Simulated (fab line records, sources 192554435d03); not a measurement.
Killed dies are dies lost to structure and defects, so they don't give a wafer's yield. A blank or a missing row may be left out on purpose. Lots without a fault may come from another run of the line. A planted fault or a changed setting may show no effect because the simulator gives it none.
fab line records | flow n5_finfet
record lots=6 wafers=18 last_day=16
route steps=1938 shown SDB@375 DUMMY_REMOVAL@377 HKMG_FIN@385 BEOL_M4@1111 PASSIVATION@1936
lots that met no fault: from a run of the same line without faults
start_h: hours from the record's first day to the start of the lot's first wafer shown | wait_h: hours since the lot's step before | " the same as in the row above | L1.1+2: a row that stands for several wafers | - no value, or no start given | * or withheld: withheld | < > ~ a bound
route shown NAME@n: a module of which the file shows steps, and the number in the route of the first | usual: mean/standard deviation of fault-free wafers | same: alike in all rows | chamber/n: place in a boat | sites: the reading at each site | _std_site: their standard deviation | _edge_site: outer sites' mean less inner sites' | radius_mm: how far each site lies from the wafer's centre | mask NAME#n: copy n | behind: the tool/chamber that last shaped the wafer | hold: why the lot was held/for how many hours/how that ended | device: the transistor (n, p or np) that didn't switch | end of line: the same wafers' tests at the end of the route | a step without rows: its recipe alone | killed: dies lost to structure and defects at the first sort, not the wafer's yield | map: a wafer's dies, x killed, . not, _ none there
set.NAME: the setting as run; set.NAME@STEP: as run at that earlier step | model.NAME: the simulator's own value behind a step, which no gauge read
lots at some steps of the route; a table a step, a row a wafer
services: from which hour (start_h, from the record's first day; less than 0 if before it) a tool's chamber was out of use, for how many hours, and why
## steps
# step N5_SDB_THK_MEAS_31
# recipe reads=a-Si_of_DUMMY_GATE_CVD_03
# usual SDB_THK=64.6/1.5
# columns lot.wafer tool chamber start_h wait_h SDB_THK[nm]
L377.2 film_metro-02 - 73.86 - 62.2
L377.4 " - " " 63.5
L377.6 " - " " 65.4
L383.1 film_metro-02 - 106.94 - 65.6
L383.4 " - " " 64.7
L383.5 " - " " 63.3
L395.1 film_metro-02 - 178.07 - 65.2
L395.3 " - " " 65.4
L395.6 " - " " 61.1
L396.1 film_metro-02 - 185.48 - 64.3
L396.4 " - " " 65.2
L396.5 " - " " 66.0
L397.4 film_metro-01 - 190.25 - 63.9
L397.5 " - " " 64.3
L397.6 " - " " 65.8
L398.1 film_metro-02 - 198.10 - 63.6
L398.3 " - " " 65.2
L398.6 " - " " 63.4
# step N5_SDB_INSPECT_36
# recipe inspect_instrument=darkfield mode=post_cmp
# usual raw_defect_count=37/16
# columns lot.wafer tool chamber start_h wait_h raw_defect_count
L377.2 defect_inspect-02 - 73.88 0.0 41
L377.4 " - " " 28
L377.6 " - " " 26
L383.1 defect_inspect-01 - 106.97 0.0 16
L383.4 " - " " 43
L383.5 " - " " 26
L395.1 defect_inspect-01 - 178.09 0.0 64
L395.3 " - " " 64
L395.6 " - " " 51
L396.1 defect_inspect-01 - 185.51 0.0 39
L396.4 " - " " 28
L396.5 " - " " 54
L397.4 defect_inspect-02 - 190.27 0.0 45
L397.5 " - " " 25
L397.6 " - " " 34
L398.1 defect_inspect-01 - 198.12 0.0 46
L398.3 " - " " 25
L398.6 " - " " 31
# step N5_DUMMY_REMOVAL_HM_STRIP_01
# recipe chemistry=CH3F/O2 material=SiNx target_depth_a=40 stop_on=poly-Si time_s=6.8 over_etch_frac=0.3 ion_energy_ev=60 power_w=410 bias_w=29 Ar_flow_sccm=150 CH3F_flow_sccm=30 O2_flow_sccm=20
# usual drypump_motor_current_A=5.9/0.58 oes_product_au=0.65/0.062 rf_vpp_V=127.4/1 showerhead_plenum_p_Torr=1.99/0.068 throttle_valve_pct=16.21/0.24
# columns lot.wafer tool chamber start_h wait_h drypump_motor_current_A oes_product_au rf_hours_counter_h rf_vpp_V showerhead_plenum_p_Torr throttle_valve_pct
L377.2 rie_diel-01 3 73.91 0.0 6.3 0.63 148 127.6 1.99 16.00
L377.4 " 2 " " 6.8 0.65 92 126.8 1.93 15.83
L377.6 " 0 " " 5.1 0.77 - 126.4 1.95 15.82
L383.1 rie_diel-04 3 107.16 0.2 6.7 0.67 108 125.8 1.92 15.97
L383.4 " 1 " " 5.0 0.76 9 128.2 2.05 16.21
L383.5 " 3 " " 6.7 0.67 - 125.9 1.92 16.00
L395.1 rie_diel-04 3 178.13 0.0 6.6 0.65 131 127.0 1.92 16.05
L395.3 " 1 " " 5.0 0.71 33 126.1 2.05 16.27
L395.6 " 1 " " 5.1 0.72 - 128.7 2.05 16.28
L396.1 rie_diel-04 1 185.64 0.1 5.0 0.70 35 128.0 2.05 16.27
L396.4 " 3 " " 6.6 0.64 134 126.4 1.92 16.05
L396.5 " 0 " " 6.1 0.60 - 129.0 2.07 16.41
L397.4 rie_diel-04 0 190.30 0.0 6.1 0.61 176 128.1 2.07 16.42
L397.5 " 2 " " 5.7 0.61 - 126.3 1.90 16.15
L397.6 " 3 " " 6.7 0.65 - 125.8 1.91 16.05
L398.1 rie_diel-04 1 198.26 0.1 5.0 0.71 38 127.1 2.05 16.27
L398.3 " 0 " " 6.1 0.60 179 128.7 2.07 16.41
L398.6 " 3 " " 6.6 0.63 - 127.1 1.91 16.05
# step N5_DUMMY_REMOVAL_STRIP_10
# recipe chemistry=N2/H2 time_s=40 power_w=100 temp_c=40 pressure_mtorr=100 rf_frequency_hz=6e+07 bias_power_w=3 n2_flow_sccm=300 h2_flow_sccm=300
# usual drypump_motor_current_A=5.9/0.58 oes_product_au=0.80/0.084 rf_vpp_V=45.3/0.96 showerhead_plenum_p_Torr=3.38/0.11 throttle_valve_pct=12.13/0.24
# columns lot.wafer tool chamber start_h wait_h drypump_motor_current_A oes_product_au rf_hours_counter_h rf_vpp_V showerhead_plenum_p_Torr throttle_valve_pct
L377.2 rie_diel-01 3 73.95 0.0 6.3 0.76 148 46.7 3.34 11.80
L377.4 " 2 " " 6.8 0.83 92 43.8 3.30 11.95
L377.6 " 0 " " 5.1 0.98 - 47.0 3.32 11.83
L383.1 rie_diel-04 3 107.19 0.0 6.6 0.83 108 44.9 3.25 11.90
L383.4 " 1 " " 5.0 0.93 9 45.9 3.48 12.09
L383.5 " 3 " " 6.6 0.83 - 46.9 3.25 11.92
L395.1 rie_diel-04 3 178.16 0.0 6.7 0.80 131 46.4 3.24 11.96
L395.3 " 1 " " 5.0 0.87 33 45.0 3.47 12.16
L395.6 " 1 " " 5.0 0.86 - 44.1 3.47 12.16
L396.1 rie_diel-04 1 185.68 0.0 5.0 0.86 35 45.2 3.47 12.18
L396.4 " 3 " " 6.6 0.81 134 45.8 3.24 11.97
L396.5 " 0 " " 6.1 0.73 - 44.9 3.51 12.42
L397.4 rie_diel-04 0 190.34 0.0 6.2 0.72 176 45.3 3.51 12.41
L397.5 " 2 " " 5.7 0.74 - 44.5 3.24 12.11
L397.6 " 3 " " 6.7 0.80 - 44.9 3.24 11.98
L398.1 rie_diel-04 1 198.29 0.0 5.0 0.86 38 45.0 3.47 12.17
L398.3 " 0 " " 6.1 0.73 179 44.3 3.51 12.43
L398.6 " 3 " " 6.7 0.80 - 44.2 3.24 11.97
# step N5_DUMMY_REMOVAL_PRECLEAN_07
# recipe chemistry=dHF time_s=30 temp_c=25 dilution=withheld
# step N5_DUMMY_REMOVAL_DUMMY_REMOVE_02
# recipe chemistry=TMAH temp_c=70 target=poly-Si stop_on=SiO2 target_depth_nm=142 conc_wt_pct=5 time_s=57 dry=ipa_marangoni rinse_time_s=30 rinse_temp_c=23
# step N5_DUMMY_REMOVAL_INSPECT_06
# recipe inspect_instrument=brightfield mode=aei
# usual raw_defect_count=12/4.8
# columns lot.wafer tool chamber start_h wait_h raw_defect_count
L377.2 defect_inspect-01 - 74.15 0.0 12
L377.4 " - " " 8
L377.6 " - " " 5
L383.1 defect_inspect-01 - 107.36 0.0 11
L383.4 " - " " 21
L383.5 " - " " 9
L395.1 defect_inspect-01 - 178.32 0.0 14
L395.3 " - " " 27
L395.6 " - " " 10
L396.1 defect_inspect-02 - 185.84 0.0 9
L396.4 " - " " 8
L396.5 " - " " 10
L397.4 defect_inspect-01 - 190.50 0.0 13
L397.5 " - " " 9
L397.6 " - " " 14
L398.1 defect_inspect-02 - 198.45 0.0 7
L398.3 " - " " 8
L398.6 " - " " 17
# step N5_DUMMY_REMOVAL_PRECLEAN_08
# recipe chemistry=NF3:NH3 afs_cycles=2 temp_c=30 time_s=20 sublimation_temp_c=180 sublimation_time_s=60 pressure_torr=3 rf_power_w=30
# step N5_DUMMY_REMOVAL_PRECLEAN_04
# recipe chemistry=DHF time_s=37 temp_c=25 dilution=500:1
# step N5_DUMMY_REMOVAL_SRD_05
# recipe dry=ipa_marangoni do_ppb=5 time_s=30 temp_c=23 rinse_liquid=diw
# step N5_HKMG_FIN_IL_REGROW_00
# recipe material=SiO2 target_thk_a=7.5 chemistry=O3 temp_c=withheld time_s=30
# step N5_HKMG_FIN_HK_ALD_01
# recipe material=HfO2 target_thk_a=16 temp_c=withheld ald_precursor_family=HfCl4 ald_co_reactant=H2O pulse_time_s=3 purge_time_s=3 co_reactant_purge_time_s=2.5 co_reactant_pulse_time_s=0.3 ald_cycles=30
# usual precursor_pulse_height_rel=1.001/0.019
# columns lot.wafer tool chamber start_h wait_h precursor_pulse_height_rel
L377.2 ald_hk-01 3 74.54 0.0 0.990
L377.4 " 1 " " 1.010
L377.6 " 0 " " 0.995
L383.1 ald_hk-03 3 107.77 0.1 1.006
L383.4 " 0 " " 1.040
L383.5 " 2 " " 0.997
L395.1 ald_hk-02 2 178.69 0.0 0.957
L395.3 " 1 " " 1.012
L395.6 " 1 " " 0.994
L396.1 ald_hk-02 2 186.20 0.0 0.995
L396.4 " 1 " " 1.018
L396.5 " 0 " " 0.999
L397.4 ald_hk-01 0 190.86 0.0 0.981
L397.5 " 3 " " 1.000
L397.6 " 2 " " 1.007
L398.1 ald_hk-02 3 198.81 0.0 0.981
L398.3 " 1 " " 0.975
L398.6 " 1 " " 0.991
# step N5_HKMG_FIN_HK_ANNEAL_02
# recipe temp_c=700 time_s=30 ambient=N2 idle_temp_c=600 ramp_up_c_per_s=150 ramp_down_c_per_s=60 cool_to_c=600
# usual lamp_power_pct=8.80/0.056 lamp_zone_1_pct=8.797/0.011 lamp_zone_2_pct=8.798/0.012 lamp_zone_3_pct=8.797/0.012 lamp_zone_4_pct=8.793/0.012 lamp_zone_5_pct=8.798/0.011 lamp_zone_6_pct=8.725/0.011 lamp_zone_7_pct=9.194/0.013 wafer_temp_C_max=702.8/0.65
# columns lot.wafer tool chamber start_h wait_h lamp_power_pct lamp_zone_1_pct lamp_zone_2_pct lamp_zone_3_pct lamp_zone_4_pct lamp_zone_5_pct lamp_zone_6_pct lamp_zone_7_pct wafer_temp_C_max
L377.2 rtp_anneal-01 0 74.76 0.1 8.85 8.804 8.772 8.790 8.797 8.827 8.737 9.203 703.5
L377.4 " 0 " " 8.78 8.794 8.794 8.805 8.791 8.780 8.744 9.201 702.9
L377.6 " 0 " " 8.82 8.796 8.790 8.771 8.790 8.806 8.734 9.202 704.0
L383.1 rtp_anneal-02 0 108.11 0.2 8.79 8.797 8.811 8.820 8.775 8.786 8.715 9.180 703.4
L383.4 " 0 " " 8.75 8.789 8.772 8.808 8.779 8.792 8.714 9.196 704.6
L383.5 " 0 " " 8.74 8.778 8.806 8.796 8.810 8.796 8.736 9.217 702.1
L395.1 rtp_anneal-02 0 178.88 0.1 9.62 9.677 9.674 9.664 9.675 9.660 9.603 10.128 702.1
L395.3 " 0 " " 9.61 9.676 9.685 9.656 9.655 9.677 9.586 10.124 702.6
L395.6 " 0 " " 9.67 9.683 9.668 9.673 9.653 9.680 9.581 10.122 703.2
L396.1 rtp_anneal-02 0 186.38 0.1 9.70 9.681 9.690 9.683 9.681 9.662 9.605 10.099 703.3
L396.4 " 0 " " 9.67 9.650 9.674 9.654 9.667 9.678 9.604 10.098 702.6
L396.5 " 0 " " 9.67 9.678 9.658 9.669 9.661 9.655 9.589 10.114 702.6
L397.4 rtp_anneal-01 0 191.18 0.2 8.75 8.799 8.809 8.800 8.790 8.790 8.699 9.176 702.6
L397.5 " 0 " " 8.76 8.804 8.801 8.791 8.803 8.795 8.700 9.196 702.6
L397.6 " 0 " " 8.83 8.803 8.799 8.799 8.792 8.820 8.739 9.213 702.7
L398.1 rtp_anneal-01 0 199.00 0.1 8.95 8.799 8.823 8.774 8.803 8.809 8.710 9.186 703.2
L398.3 " 0 " " 8.87 8.796 8.811 8.777 8.789 8.799 8.737 9.198 702.4
L398.6 " 0 " " 8.85 8.797 8.799 8.815 8.792 8.816 8.732 9.183 703.4
# step N5_HKMG_FIN_ALD_74
# recipe material=La2O3 target_thk_a=5 temp_c=250 ald_precursor_family=La-Cp ald_co_reactant=O3 pulse_time_s=6 co_reactant_pulse_time_s=1 purge_time_s=3 co_reactant_purge_time_s=3
# usual heater_power_w=342/31 precursor_pulse_height_rel=0.999/0.021
# columns lot.wafer tool chamber start_h wait_h heater_power_w precursor_pulse_height_rel
L377.2 ald_hk-03 1 74.94 0.2 343 1.019
L377.4 " 0 " " 343 1.017
L377.6 " 1 " " 334 1.013
L383.1 ald_hk-01 0 108.32 0.2 316 0.969
L383.4 " 1 " " 333 0.969
L383.5 " 2 " " 352 1.004
L395.1 ald_hk-03 2 179.11 0.2 318 0.976
L395.3 " 1 " " 335 1.014
L395.6 " 3 " " 366 1.012
L396.1 ald_hk-03 1 186.60 0.2 331 1.006
L396.4 " 3 " " 365 1.028
L396.5 " 1 " " 341 1.027
L397.4 ald_hk-02 2 191.31 0.1 320 0.993
L397.5 " 2 " " 334 0.989
L397.6 " 1 " " 420 1.004
L398.1 ald_hk-03 0 199.21 0.2 335 0.992
L398.3 " 1 " " 341 0.952
L398.6 " 1 " " 333 1.007
# step N5_BEOL_M4_RC_MEAS_101
# usual DIBL_N=36.9/2.1 DIBL_P=37.1/2.5 IOFF_N=0.17/0.039 IOFF_P=0.23/0.043 ION_N=673/15 ION_P=462/9.1 SS_N=71.8/0.69 SS_P=73.6/0.74 VT_N=250/3.6 VT_P=-249.7/2.9
# columns lot.wafer tool chamber start_h wait_h DIBL_N[mV/V] DIBL_P[mV/V] IOFF_N[nA/um] IOFF_P[nA/um] ION_N[uA/um] ION_P[uA/um] SS_N[mV/dec] SS_P[mV/dec] VT_N[mV] VT_P[mV]
L377.2 prober-01 0 185.74 0.2 36.8 37.2 0.15 0.17 656 444 71.6 72.9 253 -253.3
L377.4 " 0 " " 35.9 36.2 0.14 0.17 670 448 71.2 72.6 253 -256.1
L377.6 " 0 " " 37.9 38.3 0.18 0.20 670 457 71.5 73.4 250 -251.9
L383.1 prober-01 0 198.18 0.0 39.4 40.2 0.21 0.28 685 467 72.0 73.8 248 -244.5
L383.4 " 0 " " 36.6 37.0 0.14 0.22 651 444 71.7 72.9 253 -250.8
L383.5 " 0 " " 38.8 39.3 0.19 0.26 667 462 71.9 73.0 249 -246.6
L395.1 prober-01 0 279.40 0.0 35.4 35.0 0.14 0.17 671 458 71.1 72.6 254 -253.0
L395.3 " 0 " " 35.3 35.7 0.13 0.18 649 452 71.9 73.0 255 -252.9
L395.6 " 0 " " 36.0 35.4 0.14 0.17 641 444 71.7 72.8 255 -254.0
L396.1 prober-01 0 283.97 0.0 37.6 36.4 0.19 0.21 681 463 72.5 73.5 248 -249.0
L396.4 " 0 " " 37.7 38.7 0.21 0.26 681 465 71.9 74.2 245 -245.4
L396.5 " 0 " " 38.9 37.9 0.23 0.24 684 470 73.4 73.3 246 -245.0
L397.4 prober-02 0 284.32 0.5 34.1 34.3 0.13 0.19 661 460 71.3 72.4 254 -252.5
L397.5 " 0 " " 36.7 37.7 0.18 0.23 694 476 71.5 73.7 246 -250.5
L397.6 " 0 " " 35.0 35.4 0.15 0.20 682 471 70.8 74.0 251 -250.0
L398.1 prober-01 0 299.41 0.0 34.9 35.0 0.15 0.21 673 461 71.7 73.4 250 -247.6
L398.3 " 0 " " 37.7 37.8 0.22 0.28 680 468 72.5 74.2 245 -246.1
L398.6 " 0 " " 35.2 35.1 0.17 0.23 676 471 71.3 73.2 247 -246.1
# step N5_PASSIVATION_PROBE_49
# usual defect_limited_yield=91.3/1.4 killed_at_M0_to_M3=32/9.5 killed_at_M4_up=14/5.2 killed_at_contacts=13/5.7 killed_at_front_end=41/12 killed_at_other=3.5/2.6 killed_dies=103/17 killed_open=68/14 killed_short=32/7 sort_bin_5_function=5.0/0.91 sort_bin_6_memory=3.3/0.7 sort_bin_8_speed=0.03/0.22 sort_n_pass=1076/17 sort_yield_pct=91.2/1.4
# same gross_dies=1180 killed_at_back_side=0 sort_bin_4_leakage[%]=0
# columns lot.wafer tool chamber start_h wait_h defect_limited_yield[%] killed_at_M0_to_M3 killed_at_M4_up killed_at_contacts killed_at_front_end killed_at_other killed_dies killed_open killed_short sort_bin_5_function[%] sort_bin_6_memory[%] sort_bin_8_speed[%] sort_n_pass sort_yield_pct[%]
L395.6 prober-01 - 373.44 0.3 93.4 21 11 8 33 5 78 48 28 3.9 2.3 0.08 1101 93.3
L396.5 prober-01 - 390.10 0.2 91.2 35 9 9 42 9 104 58 34 4.7 2.9 0 1076 91.2
# killed by level:class
L395.6 FIN_SAQP:geometric_particle:open=8 MOL_CONTACT_COAG:geometric_particle:open=7 BEOL_M2:geometric_particle:open=7 BEOL_M1:geometric_particle:open=6 FIN_SAQP:geometric_particle:short=5 STI_FIN_REVEAL:geometric_particle:open=5 GATE_CUT:geometric_particle:short=4 BEOL_M0_SAQP:geometric_particle:short=4
L396.5 HKMG_FIN:area_etch=12 BEOL_M2:geometric_particle:open=9 MOL_CONTACT_COAG:geometric_particle:open=7 FIN_SAQP:geometric_particle:short=6 BEOL_M0_SAQP:geometric_particle:open=6 BEOL_M0_SAQP:geometric_particle:short=6 BEOL_M3:geometric_particle:short=6 STARTING-WAFER:geometric_particle:open=5
## services
# columns tool chamber start_h hours kind
rie_diel-04 1 55.56 - clean
rie_diel-04 1 55.56 - consumable_replace:focus_ring
rie_diel-04 1 55.56 19.3 scheduled_down
rie_diel-04 1 55.56 19.3 vent_cycle
ald_hk-02 - 56.68 8.7 pm
rie_diel-04 2 114.20 1.9 repair
rie_diel-04 - 131.63 0.8 repair
rie_diel-04 0 132.51 11.9 repair
rie_diel-01 3 165.35 3.0 repair
## key
first_sign step=N5_HKMG_FIN_HK_ANNEAL_02 reading=lamp_zone_1_pct direction=up sigmas=82 usual=* struck=*
effect step=N5_HKMG_FIN_HK_ANNEAL_02 reading=lamp_zone_5_pct direction=up sigmas=79 usual=* struck=*
met_at N5_HKMG_FIN_HK_ANNEAL_02
struck_wafers L395.1,L395.3,L395.6,L396.1,L396.4,L396.5
baseline_loss step=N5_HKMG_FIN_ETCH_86 wafers=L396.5
onset_between 108.11 178.88
fault kind=process_parameter_drift tool=rtp_anneal-02 chamber=- onset_h=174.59 steps=N5_HKMG_FIN_HK_ANNEAL_02 channel=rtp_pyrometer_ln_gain offset=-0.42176 shape=step end_h=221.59
# baseline_loss: these wafers lose ten dies or more at that step, a loss of the line's own and not of a fault; the sort's usual values leave them out
